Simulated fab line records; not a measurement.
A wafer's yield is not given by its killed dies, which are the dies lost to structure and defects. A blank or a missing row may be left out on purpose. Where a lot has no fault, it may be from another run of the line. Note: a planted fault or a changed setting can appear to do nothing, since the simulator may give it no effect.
2 desks, one fault    flow nandHarc    numbers are kept per desk, each desk with only its own; the story behind them comes last

== THE METROLOGY DESK ==
Means of the sampled wafers that have a number, per lot and without regard to the tool the lot ran on: this is what the gauges read. The brackets show how far a lot's mean lies from the usual mean; more than 4 standard deviations puts the lot out of limits, marked OUT.
Columns: A = overlayXNm at NHARC_A_CONTACT_OVL_MEAS_70, usual 0.1 nm; B = overlayYNm at NHARC_A_CONTACT_OVL_MEAS_70, usual 0.1 nm
lot   first seen here  A     B
L114  day 16 14:43     0.8   0.9
L116  day 17 00:40     0.4   -1.7
L117  day 17 02:23     1.8   -0.3
L119  day 18 07:28     0.5   -0.5
L121  day 18 18:21     0.4   -0.8
L128  day 20 09:39     -0.1  0.0
L130  day 20 21:38     0.9   -0.1
L136  day 22 00:10     0.6   -0.2
L135  day 22 02:43     -0.0  1.0
L133  day 22 04:36     -0.8  0.2
L137  day 22 18:02     -1.0  0.3
Result from this desk: across the 11 lots, nothing is out of limits.

== AT THE TOOL OWNER'S DESK: rieDiel-11 ==
The tool's own readings at NHARC_A_CONTACT_ETCH_76 (etches the open film in N2/H2, target depth 260 nm, time 475.3 s): means of the sampled wafers that have a number, for each lot that ran on this tool. The brackets show how far a lot's mean lies from the usual mean; more than 4 standard deviations puts the lot out of limits, marked OUT.
Columns: A = drypumpMotorCurrentA at NHARC_A_CONTACT_ETCH_76, usual 5.50 A; B = oesProductAu at NHARC_A_CONTACT_ETCH_76, usual 1.003 a.u.; C = rfVppV at NHARC_A_CONTACT_ETCH_76, usual 430.9 V; D = runLengthS at NHARC_A_CONTACT_ETCH_76, usual 496.7 s; E = showerheadPlenumPTorr at NHARC_A_CONTACT_ETCH_76, usual 2.05 Torr; F = throttleValvePct at NHARC_A_CONTACT_ETCH_76, usual 14.171 %
lot   first seen here  A     B      C      D                E     F
L117  day 17 02:40     5.72  1.008  430.1  497.1            2.01  14.168
L119  day 18 07:48     5.53  1.016  432.0  453.6 (-80) OUT  2.08  14.174
L121  day 18 18:40     5.63  1.003  427.1  453.5 (-80) OUT  1.91  14.161
L135  day 22 03:03     5.24  1.008  430.6  496.8            2.02  14.169
L137  day 22 18:19     5.46  1.006  430.1  496.7            1.98  14.182
Finding of this desk: L119, L121 out of limits; the first was L119 at day 18 07:48, on runLengthS at NHARC_A_CONTACT_ETCH_76. L117, L135, L137 stayed within limits.

== BROUGHT TOGETHER ==
At day 18 07:48, on L119, L121, the tool owner's desk was in a position to raise an alarm.
The metrology desk saw nothing out of limits.
The metrology desk has L119, L121 on record, within its limits.
The lots listed all ran NHARC_A_CONTACT_ETCH_76 on rieDiel-11.

== WHAT WAS PUT IN BY THE SIMULATOR ==
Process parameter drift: rieDiel-11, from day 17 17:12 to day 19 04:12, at NHARC_A_CONTACT_ETCH_76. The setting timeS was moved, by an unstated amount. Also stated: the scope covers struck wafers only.
Shown lots that were struck: L119, L121.
Time in hours from fault onset to the first out-of-limits reading at each desk: the tool owner's desk, 15.
